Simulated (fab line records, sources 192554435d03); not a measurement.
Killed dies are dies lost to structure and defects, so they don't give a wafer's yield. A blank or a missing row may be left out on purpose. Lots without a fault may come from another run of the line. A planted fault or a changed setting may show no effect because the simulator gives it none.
Which tool did it? | flow n5_finfet | 10 lots, 29 wafers sampled, at 3 steps of a route of 1938

WHAT THE GAUGES READ, wafer by wafer
N5_PASSIVATION_INSPECT_61: inspects for defects (macro). Usual: raw_defect_count 2.2, standard deviation 1.4.
lot  | measured     | on                | raw_defect_count | flag
L771 | day 11 18:38 | defect_inspect-01 | 4 1              |
L772 | day 12 00:11 | defect_inspect-01 | 3 1 1            |
L774 | day 12 08:09 | defect_inspect-01 | 4 1 1            |
L776 | day 12 17:44 | defect_inspect-01 | 0 4 1            |
L783 | day 15 02:55 | defect_inspect-02 | 1 1 4            |
L784 | day 15 08:21 | defect_inspect-02 | 1 2 0            |
L789 | day 17 09:19 | defect_inspect-02 | 2 >300 2         |
L790 | day 18 05:46 | defect_inspect-02 | >300 3 >300      |
L793 | day 18 21:32 | defect_inspect-01 | 1 1 1            |
L794 | day 19 22:17 | defect_inspect-01 | 3 0 0            |

WHICH TOOL RAN EACH LOT (tool, then ch and the chambers of the sampled wafers, then the start)
lot  | N5_MIM_TOP_LITHO_DESCUM_10         | N5_PASSIVATION_PECVD_01
L771 | rie_diel-01 ch 0,1, day 11 16:02   | pecvd-04 ch 0,1, day 11 17:59
L772 | rie_diel-03 ch 2,3, day 11 21:20   | pecvd-04 ch 0,2, day 11 23:00
L774 | rie_diel-01 ch 0,3, day 12 05:34   | pecvd-03 ch 0,2, day 12 07:34
L776 | rie_diel-01 ch 1,2,3, day 12 15:22 | pecvd-01 ch 1,2, day 12 17:11
L783 | rie_diel-01 ch 0,3, day 15 00:14   | pecvd-04 ch 0,2, day 15 01:55
L784 | rie_diel-05 ch 0,2,3, day 15 05:19 | pecvd-03 ch 0,1,2, day 15 07:02
L789 | rie_diel-03 ch 1,2, day 17 06:25   | pecvd-03 ch 0,1,2, day 17 08:25
L790 | rie_diel-01 ch 0,1,2, day 18 03:08 | pecvd-03 ch 1,2, day 18 05:01
L793 | rie_diel-05 ch 0,1,2, day 18 18:05 | pecvd-04 ch 0,2, day 18 20:16
L794 | rie_diel-05 ch 2,3, day 19 17:46   | pecvd-01 ch 0,2, day 19 19:50
- N5_MIM_TOP_LITHO_DESCUM_10: chemistry O2, time 7.9 s.
- N5_PASSIVATION_PECVD_01: deposits SiNx from SiH4/NH3/N2, target thk 200 nm, time 43.2 s.

WHAT THE TOOLS THEMSELVES READ (means of the sampled wafers that have a number; where no wafer has one, the mark that the record gives instead)
N5_MIM_TOP_LITHO_DESCUM_10. Usual: drypump_motor_current_A 5.7 A, standard deviation 0.41; oes_product_au 0.82 a.u., standard deviation 0.088; rf_vpp_V 243.6 V, standard deviation 1.5; showerhead_plenum_p_Torr 2.12 Torr, standard deviation 0.082; throttle_valve_pct 20.41 %, standard deviation 0.29.
lot  | tool        | drypump_motor_current_A (A) | oes_product_au (a.u.) | rf_vpp_V (V) | showerhead_plenum_p_Torr (Torr) | throttle_valve_pct (%) | flag
L771 | rie_diel-01 | 5.7                         | 0.80                  | 243.9        | 2.15                            | 20.30                  |
L772 | rie_diel-03 | 5.2                         | 0.86                  | 242.4        | 2.04                            | 20.59                  |
L774 | rie_diel-01 | 5.5                         | 0.83                  | 244.7        | 2.21                            | 20.64                  |
L776 | rie_diel-01 | 5.8                         | 0.85                  | 243.9        | 2.15                            | 20.41                  |
L783 | rie_diel-01 | 5.5                         | 0.81                  | 245.0        | 2.20                            | 20.66                  |
L784 | rie_diel-05 | 6.1                         | 0.84                  | 245.0        | 2.21                            | 20.37                  |
L789 | rie_diel-03 | 5.8                         | 0.85                  | 242.2        | 2.04                            | 20.10                  |
L790 | rie_diel-01 | 5.6                         | 0.77                  | 244.4        | 2.13                            | 20.39                  |
L793 | rie_diel-05 | 5.9                         | 0.87                  | 244.1        | 2.13                            | 20.25                  |
L794 | rie_diel-05 | 6.1                         | 0.91                  | 244.8        | 2.20                            | 20.32                  |

N5_PASSIVATION_PECVD_01. Usual: heater_power_w 383 W, standard deviation 100; showerhead_plenum_p_Torr 8.70 Torr, standard deviation 0.087; throttle_valve_pct 29.6 %, standard deviation 2.2.
lot  | tool     | heater_power_w (W) | showerhead_plenum_p_Torr (Torr) | throttle_valve_pct (%) | flag
L771 | pecvd-04 | 382                | 8.60                            | 31.9                   |
L772 | pecvd-04 | 403                | 8.65                            | 31.3                   |
L774 | pecvd-03 | 354                | 8.81                            | 29.6                   |
L776 | pecvd-01 | 323                | 8.76                            | 27.4                   |
L783 | pecvd-04 | 437                | 8.66                            | 31.4                   |
L784 | pecvd-03 | 370                | 8.77                            | 29.3                   |
L789 | pecvd-03 | 338                | 8.78                            | 29.5                   |
L790 | pecvd-03 | 265                | 8.74                            | 27.5                   |
L793 | pecvd-04 | 444                | 8.64                            | 31.8                   |
L794 | pecvd-01 | 461                | 8.65                            | 29.0                   |

THE ANSWER, worked out from the rows above alone
Rule: a lot is off if the mean of its wafers that have a number lies more than 3 standard deviations from the usual mean. A lot without any number at a reading at which 4 lots or more have one is off too. The other lots that the step has rows for count as sound. The gauges are gone through in route order, then the tools' own readings, and for those a lot's mean is taken as printed above. The first step at which some lot is off is used, and at that step the reading that is off furthest; a lot without a number counts as furthest.
No lot is off at any reading shown: from this, nothing can be told.

WHAT THE SIMULATOR HAD PUT IN
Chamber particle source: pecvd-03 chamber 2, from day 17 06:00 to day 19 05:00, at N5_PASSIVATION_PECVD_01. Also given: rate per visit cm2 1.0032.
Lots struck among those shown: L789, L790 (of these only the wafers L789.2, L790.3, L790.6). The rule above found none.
